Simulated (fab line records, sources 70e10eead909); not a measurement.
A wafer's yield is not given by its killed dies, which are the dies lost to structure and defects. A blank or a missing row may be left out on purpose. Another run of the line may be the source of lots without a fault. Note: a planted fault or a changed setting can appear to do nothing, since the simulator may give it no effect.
Matching of chambers ; flow nandHarc ; NHARC_P_M0_DESCUM_14 on rieDiel-09 has 4 sister chambers
The step chemistry O2, time 3 s. 33 wafers are shown with their chamber, then 12 later ones without.

EACH WAFER AND ITS CHAMBER
wafer;chamber;showerheadPlenumPTorr (Torr);drypumpMotorCurrentA (A);o2FlowSccm (sccm)
L074.1;3;1.79;5.7;200.2
L074.3;0;1.83;6.4;200.6
L074.6;1;2.03;5.6;200.2
L076.2;3;1.79;5.7;199.6
L076.3;2;1.96;6.3;199.8
L076.4;1;2.03;5.6;201.3
L075.3;0;1.83;6.4;200.7
L075.5;2;1.96;6.3;200.4
L075.6;3;1.79;5.6;200.7
L077.3;3;1.79;5.7;200.2
L077.4;2;1.96;6.3;200.1
L077.5;0;1.83;6.4;200.8
L078.2;2;1.96;6.3;200.0
L078.3;0;1.83;6.4;199.8
L078.6;3;1.79;5.7;199.7
L079.1;2;1.96;6.4;200.1
L079.2;0;1.83;6.4;199.8
L079.6;0;1.83;6.4;199.5
L083.2;1;2.03;5.6;200.4
L083.4;0;1.83;6.4;200.1
L083.6;2;1.96;6.3;199.9
L085.1;3;1.78;5.7;199.7
L085.4;0;1.82;6.4;200.5
L085.5;3;1.78;5.7;199.9
L088.3;3;1.78;5.7;200.6
L088.4;1;2.02;5.6;200.0
L088.6;2;1.95;6.3;199.6
L089.4;3;1.78;5.7;199.8
L089.5;3;1.78;5.7;200.0
L089.6;2;1.95;6.4;200.0
L091.2;2;1.95;6.3;199.6
L091.3;3;1.78;5.7;200.7
L091.5;1;2.02;5.6;200.0

SIGNATURES (averages over the wafers above)
reading;chamber 0;chamber 1;chamber 2;chamber 3;scatter within a chamber
showerheadPlenumPTorr;1.8288;2.0260;1.9567;1.7845;0.00484
drypumpMotorCurrentA;6.400;5.600;6.322;5.691;0.0292
o2FlowSccm;200.225;200.380;199.944;200.100;0.418
Rule: for a wafer and a chamber, the distance is found by dividing, reading by reading, the gap between the wafer's reading and the chamber's mean by the reading's scatter, squaring, summing and taking the root. The wafer belongs to the nearest chamber; if the next one is less than 2 further off, it can't be placed. The scatter: the root of (the sum of the squares of (reading less its chamber's mean) over the shown wafers, divided by (wafers less chambers)).

WAFERS MISSING THEIR CHAMBER
wafer;showerheadPlenumPTorr (Torr);drypumpMotorCurrentA (A);o2FlowSccm (sccm)
L090.1;1.95;6.3;201.6
L090.4;2.02;5.6;200.1
L090.6;1.95;6.3;200.2
L092.3;1.95;6.3;200.3
L092.4;1.82;6.4;200.1
L092.5;1.78;5.7;200.5
L093.1;1.95;6.3;199.3
L093.2;2.02;5.6;200.0
L093.3;1.78;5.7;201.4
L097.3;1.82;6.4;200.1
L097.5;2.02;5.6;200.5
L097.6;1.82;6.4;200.1

WHICH CHAMBER EACH WENT THROUGH
wafer;from the rows above;in truth
L090.1;2;2
L090.4;1;1
L090.6;2;2
L092.3;2;2
L092.4;0;0
L092.5;3;3
L093.1;2;2
L093.2;1;1
L093.3;3;3
L097.3;0;0
L097.5;1;1
L097.6;0;0
12 of 12 placed correctly. From these rows, 0 cannot be placed. Wrongly placed: 0.
